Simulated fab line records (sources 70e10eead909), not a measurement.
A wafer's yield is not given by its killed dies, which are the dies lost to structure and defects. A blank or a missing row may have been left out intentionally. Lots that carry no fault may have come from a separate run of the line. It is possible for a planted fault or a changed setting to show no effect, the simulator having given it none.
Struck lot and sound lot, side by side | flow nand_harc | 14 steps out of a route of 1302
Sound: the wafers L436.2, L436.4, L436.5. Wafers struck: L448.1, L448.2, L448.3. Last of all comes the cause.
Per side, at each step with rows, come the tool, then ch with its chambers, and then its first start. Under that, the readings that differ: sound wafers | struck wafers | difference of the means | sigmas: that difference in standard deviations of wafers without a fault.
alike: same words and numbers on both sides, and readings whose means sit less than 2 such deviations apart. not compared: any withheld reading, any reading some wafer has no value for, any bound like >300 that may hide the same value, and any number with overlapping values for which the record gives no deviation.
Wherever a step has rows on one side only, a row that says differs or no value, or a row with sigmas, the two part there. Numbers that don't overlap but have no deviation are shown without sigmas and don't part them. A reading that every wafer of one side lacks parts them only if that side has two wafers or more.

first, 5 steps without rows for these wafers: NHARC_A_CONTACT_SOFTBAKE_37 (time 55 s); NHARC_A_CONTACT_EBR_38; NHARC_A_CONTACT_EXPOSE_39 (exposes mask A CC 3); NHARC_A_CONTACT_PEB_40 (peb time 65 s); NHARC_A_CONTACT_DEVELOP_41 (develop time 35 s).
NHARC_A_CONTACT_CD_MEAS_42 targets a cd of 300 nm.
  sound on cd_sem-02 ch 0, day 25 01:23; struck on cd_sem-02 ch 0, day 30 06:40
  alike: cd_nm
NHARC_A_CONTACT_OVL_MEAS_43:
  struck on overlay-01, day 30 06:46; sound on overlay-02, day 25 01:28
  alike: overlay_x_nm, overlay_y_nm
NHARC_A_CONTACT_INSPECT_44:
  struck on defect_inspect-02, day 30 06:48; sound on defect_inspect-01, day 25 01:31
  alike: raw_defect_count
NHARC_A_CONTACT_DESCUM_47: chemistry O2, time 3 s.
  sound on rie_diel-11 ch 0,1, day 25 01:34; struck on rie_diel-11 ch 0,2,3, day 30 06:52
  alike: drypump_motor_current_A, o2_flow_sccm, oes_product_au, rf_vpp_V, showerhead_plenum_p_Torr, throttle_valve_pct
  not compared: rf_hours_counter_h
NHARC_A_CONTACT_ETCH_48: etches the open film in CF4, target depth 39 nm, time 65 s.
  sound on rie_diel-11 ch 0,2,3, day 25 01:39; struck on rie_diel-11 ch 0,1,3, day 30 07:07
  alike: drypump_motor_current_A, oes_product_au, rf_vpp_V, run_length_s, showerhead_plenum_p_Torr, throttle_valve_pct
  not compared: rf_hours_counter_h
NHARC_A_CONTACT_ETCH_49: etches the open film in N2/H2, target depth 260 nm, time 475.3 s.
  sound on rie_diel-11 ch 1,2,3; struck on rie_diel-11 ch 1,2,3
  alike: drypump_motor_current_A, oes_product_au, rf_vpp_V, run_length_s, showerhead_plenum_p_Torr, throttle_valve_pct
  not compared: rf_hours_counter_h
NHARC_A_CONTACT_ETCH_50: etches the open film in CF4/CHF3, target depth 121 nm, time 60.5 s.
  sound on rie_diel-11 ch 0,2,3; struck on rie_diel-11 ch 1,2,3
  alike: drypump_motor_current_A, oes_product_au, rf_vpp_V, run_length_s, showerhead_plenum_p_Torr, throttle_valve_pct
  not compared: rf_hours_counter_h
NHARC_A_CONTACT_ETCH_51: etches the open film in O2/COS, target depth 7000 nm, time 1820 s.
  sound on rie_diel-11 ch 0,2,3, day 25 02:11; struck on rie_diel-11 ch 0,2,3, day 30 08:22
  reading          | sound                | struck               | difference | sigmas
  run_length_s (s) | 1841.6 1841.8 1840.7 | 1683.5 1682.6 1683.3 | -158.2     | -99 or more
  alike: drypump_motor_current_A, o2_flow_sccm, oes_product_au, rf_vpp_V, showerhead_plenum_p_Torr, throttle_valve_pct
  not compared: rf_hours_counter_h
NHARC_A_CONTACT_ETCH_111: etches the open film in C4F8/O2/Ar, time 140 s, target depth 700 nm.
  sound on har_cap_etch-02 ch 0, day 25 03:23; struck on har_cap_etch-03 ch 0,1, day 30 09:35
  reading          | sound             | struck            | difference | sigmas
  run_length_s (s) | 140.6 141.3 140.8 | 141.4 141.8 141.8 | +0.8       | +2
  not compared: rf_hours_counter_h

WHERE THEY PART
First at NHARC_A_CONTACT_ETCH_51; last, within this record, at NHARC_A_CONTACT_ETCH_111.

WHY: what had been put in by the simulator
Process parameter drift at NHARC_A_CONTACT_ETCH_51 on rie_diel-11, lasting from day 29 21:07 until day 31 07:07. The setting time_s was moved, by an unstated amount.
